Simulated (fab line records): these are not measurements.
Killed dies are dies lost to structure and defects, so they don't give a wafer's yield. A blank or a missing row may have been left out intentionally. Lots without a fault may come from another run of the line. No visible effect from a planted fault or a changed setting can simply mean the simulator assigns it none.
Which tool did it? + flow n5_finfet + 69 wafers from 23 lots sampled at 6 of the route's 1938 steps

## WHAT THE GAUGES READ, wafer by wafer
Not one reading of a measure or inspect step in the record can be checked against a usual standard deviation.

## TOOL THAT RAN EACH LOT (tool first, then ch and the chambers of the sampled wafers, then the start)
| lot  | N5_HKMG_FIN_PWFM_ALD_03             | N5_HKMG_FIN_ETCH_35                | N5_HKMG_FIN_STRIP_92               | N5_HKMG_FIN_ETCHBACK_68           | N5_HKMG_FIN_ALD_72            | N5_HKMG_FIN_CMP_94            |
|------|-------------------------------------|------------------------------------|------------------------------------|-----------------------------------|-------------------------------|-------------------------------|
| L074 | ald_metal-02 ch 1,2, day 4 00:28    | rie_diel-01 ch 0,2, day 4 01:34    | rie_diel-01 ch 0,2, day 4 01:43    | rie_metal-03 ch 0,1, day 4 04:08  | cvd_w-01 ch 0,1, day 4 05:01  | cmp-04 ch 0,2,3, day 4 05:42  |
| L075 | ald_metal-01 ch 1,2,3, day 4 10:46  | rie_diel-01 ch 0,1,3, day 4 11:52  | rie_diel-01 ch 0,1,3, day 4 12:01  | rie_metal-01 ch 0,1, day 4 14:20  | cvd_w-01 ch 0,1, day 4 15:14  | cmp-01 ch 1,2,3, day 4 15:53  |
| L077 | ald_metal-02 ch 1,2, day 4 21:44    | rie_diel-01 ch 0,2, day 4 23:06    | rie_diel-01 ch 0,2, day 4 23:15    | rie_metal-03 ch 0,1, day 5 01:33  | cvd_w-01 ch 0,1, day 5 02:26  | cmp-03 ch 2,3, day 5 03:05    |
| L076 | ald_metal-02 ch 0,2,3, day 4 22:30  | rie_diel-01 ch 1,2, day 4 23:44    | rie_diel-01 ch 1,2, day 4 23:53    | rie_metal-01 ch 1, day 5 02:06    | cvd_w-02 ch 0,1, day 5 02:59  | cmp-01 ch 0,2,3, day 5 03:38  |
| L078 | ald_metal-02 ch 0,3, day 5 04:08    | rie_diel-03 ch 0,2,3, day 5 05:21  | rie_diel-03 ch 0,2,3, day 5 05:30  | rie_metal-01 ch 0,1, day 5 07:40  | cvd_w-02 ch 0,1, day 5 08:33  | cmp-01 ch 0,2, day 5 09:12    |
| L079 | ald_metal-01 ch 1,2,3, day 5 11:07  | rie_diel-06 ch 0,1,3, day 5 12:28  | rie_diel-06 ch 0,1,3, day 5 12:37  | rie_metal-01 ch 0,1, day 5 14:46  | cvd_w-02 ch 0,1, day 5 15:39  | cmp-03 ch 1,2,3, day 5 16:18  |
| L080 | ald_metal-01 ch 1,3, day 5 16:05    | rie_diel-06 ch 0,2,3, day 5 17:11  | rie_diel-06 ch 0,2,3, day 5 17:20  | rie_metal-02 ch 0,1, day 5 19:29  | cvd_w-01 ch 0,1, day 5 20:23  | cmp-03 ch 0,1,3, day 5 21:02  |
| L081 | ald_metal-01 ch 0,1,3, day 5 18:51  | rie_diel-03 ch 0,2, day 5 20:04    | rie_diel-03 ch 0,2, day 5 20:13    | rie_metal-02 ch 0,1, day 5 22:24  | cvd_w-01 ch 0,1, day 5 23:17  | cmp-03 ch 0,2, day 5 23:56    |
| L082 | ald_metal-01 ch 1,2,3, day 6 03:06  | rie_diel-06 ch 0,2,3, day 6 04:13  | rie_diel-06 ch 0,2,3, day 6 04:22  | rie_metal-03 ch 0,1, day 6 06:34  | cvd_w-02 ch 0, day 6 07:27    | cmp-03 ch 0,3, day 6 08:06    |
| L083 | ald_metal-02 ch 0,2,3, day 6 08:12  | rie_diel-01 ch 2,3, day 6 09:25    | rie_diel-01 ch 2,3, day 6 09:34    | rie_metal-02 ch 0,1, day 6 11:53  | cvd_w-02 ch 0,1, day 6 12:46  | cmp-04 ch 0,1,3, day 6 13:29  |
| L084 | ald_metal-01 ch 1,2,3, day 6 15:04  | rie_diel-06 ch 1,2,3, day 6 16:17  | rie_diel-06 ch 1,2,3, day 6 16:26  | rie_metal-03 ch 0,1, day 6 18:43  | cvd_w-01 ch 0,1, day 6 19:35  | cmp-04 ch 2,3, day 6 20:14    |
| L085 | ald_metal-02 ch 0,1,2, day 6 20:55  | rie_diel-01 ch 0,2,3, day 6 22:06  | rie_diel-01 ch 0,2,3, day 6 22:15  | rie_metal-03 ch 0,1, day 7 00:26  | cvd_w-01 ch 0,1, day 7 01:19  | cmp-01 ch 0,3, day 7 01:58    |
| L086 | ald_metal-01 ch 1,2,3, day 7 09:10  | rie_diel-06 ch 0,1, day 7 10:17    | rie_diel-06 ch 0,1, day 7 10:26    | rie_metal-03 ch 0,1, day 7 12:48  | cvd_w-01 ch 0,1, day 7 13:41  | cmp-01 ch 0,2,3, day 7 14:20  |
| L088 | ald_metal-01 ch 2,3, day 7 16:06    | rie_diel-01 ch 0,1, day 7 17:25    | rie_diel-01 ch 0,1, day 7 17:33    | rie_metal-01 ch 0, day 7 19:50    | cvd_w-02 ch 0,1, day 7 20:43  | cmp-03 ch 1,2,3, day 7 21:26  |
| L089 | ald_metal-04 ch 0,1,2, day 7 18:53  | rie_diel-03 ch 0,1,2, day 7 20:03  | rie_diel-03 ch 0,1,2, day 7 20:12  | rie_metal-03 ch 0,1, day 7 22:22  | cvd_w-01 ch 1, day 7 23:15    | cmp-03 ch 0,1,3, day 8 00:03  |
| L091 | ald_metal-01 ch 1,2,3, day 8 08:39  | rie_diel-03 ch 0,3, day 8 09:57    | rie_diel-03 ch 0,3, day 8 10:05    | rie_metal-01 ch 0,1, day 8 12:20  | cvd_w-01 ch 0,1, day 8 13:13  | cmp-03 ch 1,2,3, day 8 13:54  |
| L090 | ald_metal-04 ch 1,2,3, day 8 09:01  | rie_diel-06 ch 0,3, day 8 10:49    | rie_diel-06 ch 0,3, day 8 10:58    | rie_metal-02 ch 0,1, day 8 13:08  | cvd_w-02 ch 0,1, day 8 14:01  | cmp-01 ch 0,1,2, day 8 14:40  |
| L092 | ald_metal-04 ch 0,3, day 8 19:40    | rie_diel-01 ch 0,1, day 8 20:54    | rie_diel-01 ch 0,1, day 8 21:02    | rie_metal-02 ch 0,1, day 8 23:14  | cvd_w-01 ch 0,1, day 9 00:07  | cmp-03 ch 1,2, day 9 00:46    |
| L093 | ald_metal-02 ch 0,2, day 9 05:11    | rie_diel-01 ch 0,1,2, day 9 06:17  | rie_diel-01 ch 0,1,2, day 9 06:26  | rie_metal-01 ch 0,1, day 9 08:41  | cvd_w-01 ch 0,1, day 9 09:34  | cmp-01 ch 2,3, day 9 10:11    |
| L094 | ald_metal-04 ch 0,3, day 9 08:34    | rie_diel-06 ch 0,1, day 9 10:33    | rie_diel-06 ch 0,1, day 9 10:42    | rie_metal-01 ch 0,1, day 9 12:53  | cvd_w-02 ch 0,1, day 9 13:47  | cmp-03 ch 0,1,2, day 9 14:31  |
| L095 | ald_metal-02 ch 0,2,3, day 9 12:53  | rie_diel-01 ch 0,2, day 9 14:07    | rie_diel-01 ch 0,2, day 9 14:16    | rie_metal-01 ch 0,1, day 9 16:26  | cvd_w-01 ch 0,1, day 9 17:19  | cmp-03 ch 0,3, day 9 17:58    |
| L096 | ald_metal-01 ch 1,2,3, day 9 21:13  | rie_diel-03 ch 0,1,2, day 9 22:26  | rie_diel-03 ch 0,1,2, day 9 22:35  | rie_metal-03 ch 0,1, day 10 00:50 | cvd_w-01 ch 0,1, day 10 01:44 | cmp-01 ch 0,1,3, day 10 03:08 |
| L097 | ald_metal-01 ch 0,2,3, day 10 01:31 | rie_diel-06 ch 1,2,3, day 10 03:11 | rie_diel-06 ch 1,2,3, day 10 03:20 | rie_metal-01 ch 0,1, day 10 05:41 | cvd_w-02 ch 0,1, day 10 06:34 | cmp-03 ch 1,2,3, day 10 07:13 |
- N5_HKMG_FIN_PWFM_ALD_03: deposits TiN, target thk 2 nm, pulse time 1 s, purge time 3 s.
- N5_HKMG_FIN_ETCH_35: etches SOC in N2/H2, target depth 215.8 nm, time 243.4 s.
- N5_HKMG_FIN_STRIP_92: strips SOC in N2/H2, time 20 s.
- N5_HKMG_FIN_ETCHBACK_68: etches the open film in Cl2/Ar, stops on HfO2, target depth 0.5 nm.
- N5_HKMG_FIN_ALD_72: deposits W, target thk 2 nm, pulse time 1 s, purge time 2 s.
- N5_HKMG_FIN_CMP_94: polishes, stops on SiNx, t overpolish 4.7 s, target thk 43.299 nm.

## WHAT THE TOOLS THEMSELVES READ (means of the sampled wafers that have a number; where no wafer has one, the mark that the record gives instead)
N5_HKMG_FIN_PWFM_ALD_03.
| lot  | tool         | chamber_pressure_Torr (Torr) | heater_power_outer_w (W) | heater_power_w (W) | precursor_pulse_height_rel |
|------|--------------|------------------------------|--------------------------|--------------------|----------------------------|
| L074 | ald_metal-02 | 3.005                        | 528                      | 828                | 0.982                      |
| L075 | ald_metal-01 | 2.998                        | 461                      | 758                | 0.996                      |
| L077 | ald_metal-02 | 3.003                        | 525                      | 827                | 0.984                      |
| L076 | ald_metal-02 | 2.996                        | 609                      | 960                | 1.010                      |
| L078 | ald_metal-02 | 3.000                        | 622                      | 959                | 1.028                      |
| L079 | ald_metal-01 | 2.998                        | 457                      | 773                | 1.000                      |
| L080 | ald_metal-01 | 2.999                        | 472                      | 772                | 1.006                      |
| L081 | ald_metal-01 | 2.997                        | 504                      | 801                | 0.996                      |
| L082 | ald_metal-01 | 2.996                        | 464                      | 780                | 1.010                      |
| L083 | ald_metal-02 | 3.005                        | 597                      | 970                | 1.002                      |
| L084 | ald_metal-01 | 2.995                        | 464                      | 760                | 1.002                      |
| L085 | ald_metal-02 | 2.995                        | 545                      | 870                | 1.004                      |
| L086 | ald_metal-01 | 2.997                        | 461                      | 774                | 1.002                      |
| L088 | ald_metal-01 | 3.004                        | 441                      | 775                | 0.976                      |
| L089 | ald_metal-04 | 3.000                        | 558                      | 888                | 0.988                      |
| L091 | ald_metal-01 | 3.007                        | 471                      | 767                | 1.009                      |
| L090 | ald_metal-04 | 2.995                        | 550                      | 921                | 1.002                      |
| L092 | ald_metal-04 | 3.004                        | 551                      | 860                | 0.988                      |
| L093 | ald_metal-02 | 2.999                        | 572                      | 909                | 1.003                      |
| L094 | ald_metal-04 | 3.004                        | 544                      | 884                | 0.985                      |
| L095 | ald_metal-02 | 2.997                        | 602                      | 976                | 1.007                      |
| L096 | ald_metal-01 | 2.999                        | 458                      | 779                | 0.986                      |
| L097 | ald_metal-01 | 3.001                        | 483                      | 825                | 1.018                      |

N5_HKMG_FIN_ETCH_35.
| lot  | tool        | drypump_motor_current_A (A) | oes_product_au (a.u.) | rf_vpp_V (V) | showerhead_plenum_p_Torr (Torr) | throttle_valve_pct (%) |
|------|-------------|-----------------------------|-----------------------|--------------|---------------------------------|------------------------|
| L074 | rie_diel-01 | 5.6                         | 0.89                  | 142.3        | 2.71                            | 17.63                  |
| L075 | rie_diel-01 | 6.2                         | 0.74                  | 142.1        | 2.56                            | 17.67                  |
| L077 | rie_diel-01 | 5.9                         | 0.82                  | 142.6        | 2.69                            | 17.62                  |
| L076 | rie_diel-01 | 5.6                         | 0.77                  | 140.3        | 2.50                            | 17.56                  |
| L078 | rie_diel-03 | 5.4                         | 0.88                  | 141.3        | 2.55                            | 17.78                  |
| L079 | rie_diel-06 | 5.9                         | 0.72                  | 140.7        | 2.55                            | 17.85                  |
| L080 | rie_diel-06 | 5.8                         | 0.70                  | 141.4        | 2.51                            | 17.96                  |
| L081 | rie_diel-03 | 5.1                         | 0.90                  | 141.7        | 2.60                            | 17.74                  |
| L082 | rie_diel-06 | 5.8                         | 0.70                  | 141.1        | 2.51                            | 17.96                  |
| L083 | rie_diel-01 | 6.1                         | 0.77                  | 142.2        | 2.65                            | 17.90                  |
| L084 | rie_diel-06 | 6.1                         | 0.71                  | 140.4        | 2.51                            | 17.93                  |
| L085 | rie_diel-01 | 6.0                         | 0.79                  | 141.7        | 2.67                            | 17.76                  |
| L086 | rie_diel-06 | 6.0                         | 0.71                  | 140.8        | 2.62                            | 17.83                  |
| L088 | rie_diel-01 | 6.1                         | 0.74                  | 142.2        | 2.57                            | 17.58                  |
| L089 | rie_diel-03 | 5.2                         | 0.82                  | 142.0        | 2.60                            | 17.89                  |
| L091 | rie_diel-03 | 5.4                         | 0.87                  | 141.2        | 2.54                            | 17.58                  |
| L090 | rie_diel-06 | 5.6                         | 0.79                  | 143.1        | 2.65                            | 17.80                  |
| L092 | rie_diel-01 | 6.0                         | 0.70                  | 140.6        | 2.47                            | 17.57                  |
| L093 | rie_diel-01 | 5.8                         | 0.76                  | 141.3        | 2.58                            | 17.65                  |
| L094 | rie_diel-06 | 6.1                         | 0.70                  | 141.7        | 2.62                            | 17.88                  |
| L095 | rie_diel-01 | 5.9                         | 0.79                  | 141.7        | 2.68                            | 17.68                  |
| L096 | rie_diel-03 | 5.2                         | 0.80                  | 141.9        | 2.60                            | 17.90                  |
| L097 | rie_diel-06 | 6.1                         | 0.87                  | 142.8        | 2.61                            | 17.68                  |

N5_HKMG_FIN_STRIP_92.
| lot  | tool        | drypump_motor_current_A (A) | oes_product_au (a.u.) | rf_vpp_V (V) | showerhead_plenum_p_Torr (Torr) | throttle_valve_pct (%) |
|------|-------------|-----------------------------|-----------------------|--------------|---------------------------------|------------------------|
| L074 | rie_diel-01 | 5.6                         | 0.89                  | 53.6         | 3.57                            | 18.8                   |
| L075 | rie_diel-01 | 6.2                         | 0.73                  | 54.2         | 3.38                            | 18.7                   |
| L077 | rie_diel-01 | 5.9                         | 0.82                  | 54.4         | 3.54                            | 18.7                   |
| L076 | rie_diel-01 | 5.6                         | 0.77                  | 53.5         | 3.30                            | 18.6                   |
| L078 | rie_diel-03 | 5.4                         | 0.89                  | 54.4         | 3.37                            | 18.9                   |
| L079 | rie_diel-06 | 5.9                         | 0.71                  | 53.8         | 3.37                            | 18.9                   |
| L080 | rie_diel-06 | 5.8                         | 0.70                  | 54.8         | 3.32                            | 19.2                   |
| L081 | rie_diel-03 | 5.1                         | 0.91                  | 53.9         | 3.43                            | 19.0                   |
| L082 | rie_diel-06 | 5.8                         | 0.69                  | 54.7         | 3.32                            | 19.2                   |
| L083 | rie_diel-01 | 6.1                         | 0.77                  | 54.1         | 3.49                            | 19.1                   |
| L084 | rie_diel-06 | 6.1                         | 0.71                  | 53.9         | 3.32                            | 19.1                   |
| L085 | rie_diel-01 | 6.0                         | 0.78                  | 53.8         | 3.52                            | 18.9                   |
| L086 | rie_diel-06 | 6.0                         | 0.71                  | 54.0         | 3.46                            | 19.0                   |
| L088 | rie_diel-01 | 6.1                         | 0.74                  | 54.4         | 3.39                            | 18.5                   |
| L089 | rie_diel-03 | 5.2                         | 0.83                  | 54.6         | 3.44                            | 19.2                   |
| L091 | rie_diel-03 | 5.4                         | 0.87                  | 54.0         | 3.36                            | 18.6                   |
| L090 | rie_diel-06 | 5.6                         | 0.79                  | 54.1         | 3.49                            | 19.0                   |
| L092 | rie_diel-01 | 6.0                         | 0.70                  | 54.1         | 3.27                            | 18.5                   |
| L093 | rie_diel-01 | 5.8                         | 0.76                  | 54.1         | 3.41                            | 18.7                   |
| L094 | rie_diel-06 | 6.0                         | 0.69                  | 53.9         | 3.45                            | 19.0                   |
| L095 | rie_diel-01 | 5.9                         | 0.79                  | 54.8         | 3.52                            | 18.7                   |
| L096 | rie_diel-03 | 5.2                         | 0.81                  | 54.5         | 3.43                            | 19.2                   |
| L097 | rie_diel-06 | 6.1                         | 0.88                  | 54.7         | 3.44                            | 18.8                   |

N5_HKMG_FIN_ETCHBACK_68.
| lot  | tool         | drypump_motor_current_A (A) | oes_product_au (a.u.) | throttle_valve_pct (%) |
|------|--------------|-----------------------------|-----------------------|------------------------|
| L074 | rie_metal-03 | 6.4                         | 0.86                  | 20.78                  |
| L075 | rie_metal-01 | 5.9                         | 0.75                  | 21.11                  |
| L077 | rie_metal-03 | 6.1                         | 0.83                  | 20.78                  |
| L076 | rie_metal-01 | 6.1                         | 0.67                  | 21.38                  |
| L078 | rie_metal-01 | 6.0                         | 0.74                  | 21.12                  |
| L079 | rie_metal-01 | 5.8                         | 0.79                  | 20.87                  |
| L080 | rie_metal-02 | 5.5                         | 0.75                  | 20.99                  |
| L081 | rie_metal-02 | 5.5                         | 0.73                  | 20.88                  |
| L082 | rie_metal-03 | 6.2                         | 0.82                  | 20.78                  |
| L083 | rie_metal-02 | 5.4                         | 0.72                  | 20.89                  |
| L084 | rie_metal-03 | 6.1                         | 0.82                  | 20.79                  |
| L085 | rie_metal-03 | 6.1                         | 0.81                  | 20.79                  |
| L086 | rie_metal-03 | 6.1                         | 0.80                  | 20.80                  |
| L088 | rie_metal-01 | 5.7                         | 0.86                  | 20.60                  |
| L089 | rie_metal-03 | 6.1                         | 0.80                  | 20.81                  |
| L091 | rie_metal-01 | 5.9                         | 0.72                  | 21.13                  |
| L090 | rie_metal-02 | 5.4                         | 0.71                  | 20.90                  |
| L092 | rie_metal-02 | 5.4                         | 0.71                  | 20.91                  |
| L093 | rie_metal-01 | 6.0                         | 0.71                  | 21.14                  |
| L094 | rie_metal-01 | 5.8                         | 0.77                  | 20.88                  |
| L095 | rie_metal-01 | 6.0                         | 0.68                  | 21.19                  |
| L096 | rie_metal-03 | 6.4                         | 0.83                  | 20.80                  |
| L097 | rie_metal-01 | 5.8                         | 0.77                  | 20.88                  |

N5_HKMG_FIN_ALD_72.
| lot  | tool     | chamber_pressure_Torr (Torr) | heater_power_outer_w (W) | heater_power_w (W) | precursor_pulse_height_rel |
|------|----------|------------------------------|--------------------------|--------------------|----------------------------|
| L074 | cvd_w-01 | 7.509                        | 290                      | 500                | 1.007                      |
| L075 | cvd_w-01 | 7.491                        | 293                      | 505                | 0.992                      |
| L077 | cvd_w-01 | 7.495                        | 295                      | 518                | 1.002                      |
| L076 | cvd_w-02 | 7.495                        | 256                      | 455                | 1.009                      |
| L078 | cvd_w-02 | 7.508                        | 264                      | 467                | 0.981                      |
| L079 | cvd_w-02 | 7.507                        | 268                      | 476                | 1.001                      |
| L080 | cvd_w-01 | 7.510                        | 288                      | 501                | 0.988                      |
| L081 | cvd_w-01 | 7.496                        | 289                      | 507                | 0.987                      |
| L082 | cvd_w-02 | 7.477                        | 239                      | 434                | 0.986                      |
| L083 | cvd_w-02 | 7.494                        | 268                      | 466                | 1.000                      |
| L084 | cvd_w-01 | 7.503                        | 296                      | 518                | 1.018                      |
| L085 | cvd_w-01 | 7.502                        | 303                      | 509                | 0.995                      |
| L086 | cvd_w-01 | 7.494                        | 295                      | 501                | 0.993                      |
| L088 | cvd_w-02 | 7.510                        | 256                      | 460                | 1.001                      |
| L089 | cvd_w-01 | 7.496                        | 306                      | 533                | 0.997                      |
| L091 | cvd_w-01 | 7.471                        | 300                      | 522                | 0.978                      |
| L090 | cvd_w-02 | 7.498                        | 272                      | 472                | 0.995                      |
| L092 | cvd_w-01 | 7.490                        | 301                      | 530                | 1.027                      |
| L093 | cvd_w-01 | 7.498                        | 291                      | 511                | 0.985                      |
| L094 | cvd_w-02 | 7.495                        | 253                      | 463                | 1.008                      |
| L095 | cvd_w-01 | 7.499                        | 293                      | 507                | 1.007                      |
| L096 | cvd_w-01 | 7.499                        | 292                      | 503                | 1.012                      |
| L097 | cvd_w-02 | 7.494                        | 270                      | 475                | 0.988                      |

N5_HKMG_FIN_CMP_94.
| lot  | tool   | head_pressure_psi (psi) | motor_current_A (A) |
|------|--------|-------------------------|---------------------|
| L074 | cmp-04 | 4.002                   | 11.7                |
| L075 | cmp-01 | 3.997                   | 11.9                |
| L077 | cmp-03 | 3.993                   | 10.3                |
| L076 | cmp-01 | 4.002                   | 11.1                |
| L078 | cmp-01 | 4.002                   | 11.4                |
| L079 | cmp-03 | 4.006                   | 11.0                |
| L080 | cmp-03 | 4.000                   | 11.8                |
| L081 | cmp-03 | 3.993                   | 11.7                |
| L082 | cmp-03 | 3.990                   | 12.2                |
| L083 | cmp-04 | 3.996                   | 12.2                |
| L084 | cmp-04 | 3.999                   | 11.3                |
| L085 | cmp-01 | 3.990                   | 11.5                |
| L086 | cmp-01 | 4.000                   | 11.2                |
| L088 | cmp-03 | 3.997                   | 11.2                |
| L089 | cmp-03 | 4.007                   | 12.1                |
| L091 | cmp-03 | 4.010                   | 10.8                |
| L090 | cmp-01 | 3.993                   | 12.0                |
| L092 | cmp-03 | 4.009                   | 10.9                |
| L093 | cmp-01 | 4.007                   | 11.0                |
| L094 | cmp-03 | 3.997                   | 11.3                |
| L095 | cmp-03 | 4.003                   | 12.5                |
| L096 | cmp-01 | 4.008                   | 12.0                |
| L097 | cmp-03 | 3.990                   | 11.3                |

## THE ANSWER, worked out from the rows above alone
Rule: usual is defined by the lots themselves. The widest of any qualifying gaps counts: lots, ordered by their means at a reading, are off when they make up no more than a third of the lots, leave a main group of 4 or more, and stand apart from it by 3 or more times the standard deviation of that group's means. A main group whose means are all the same, to the digits that the tables above print for the reading, isn't used. Also off: a lot with no number at a reading for which 4 or more lots have one. Where the step has rows for the other lots, those lots are counted as sound. The gauges are gone through in route order, then the tools' own readings, and for those a lot's mean is taken as printed above. The first step at which some lot is off is used, and at that step the reading that is off furthest; a lot without a number counts as furthest.
None of the lots is off at any reading shown; this tells nothing.

## WHAT THE SIMULATOR HAD INSERTED
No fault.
